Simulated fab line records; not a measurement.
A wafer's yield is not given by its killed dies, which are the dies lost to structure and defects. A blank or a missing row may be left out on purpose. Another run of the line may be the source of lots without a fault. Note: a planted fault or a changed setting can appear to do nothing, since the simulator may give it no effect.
Matching of chambers    flow nand-harc    NHARC_A_CHANNEL_FILL_D1_ETCHBACK_20 on rie-diel-06 has 3 sister chambers
The step etches the open film in C4F8/O2/Ar, target depth 27 nm, time 13.5 s. 3 wafers are shown with their chamber, then 6 later ones without.

== WAFERS WITH THEIR CHAMBER ==
wafer   chamber  rf-vpp-V (V)
L880.2  3        983
L880.4  1        985
L883.2  0        980

== WAFERS WITHOUT THEIR CHAMBER ==
wafer   rf-vpp-V (V)
L883.5  985
L888.3  985
L888.5  984
L888.6  981
L890.2  979
L890.5  982

== WHICH CHAMBER EACH WENT THROUGH ==
wafer    from the rows above       in truth
L883.5   1                         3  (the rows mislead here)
L888.3   1                         1
L888.5   can't be placed: 1 or 3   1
L888.6   can't be placed: 0 or 3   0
L890.2   0                         0
L890.5   can't be placed: 3 or 0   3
2 of 6 placed correctly. Not placeable from these rows: 3 (in 3, the candidates include the true chamber). Placed wrongly: 1.
How it was worked out, from the rows above alone: a wafer's distance from a chamber is the root of the sum, over the readings, of the square of ((its reading less the chamber's mean) divided by the reading's scatter). The wafer belongs to the nearest chamber; if the next one is less than 2 further off, it can't be placed. The mean given for a chamber averages the wafers shown for that chamber. The scatter (one wafer shown for each chamber): square how far every hidden wafer sits from the nearest shown wafer, average those squares and take the square root.
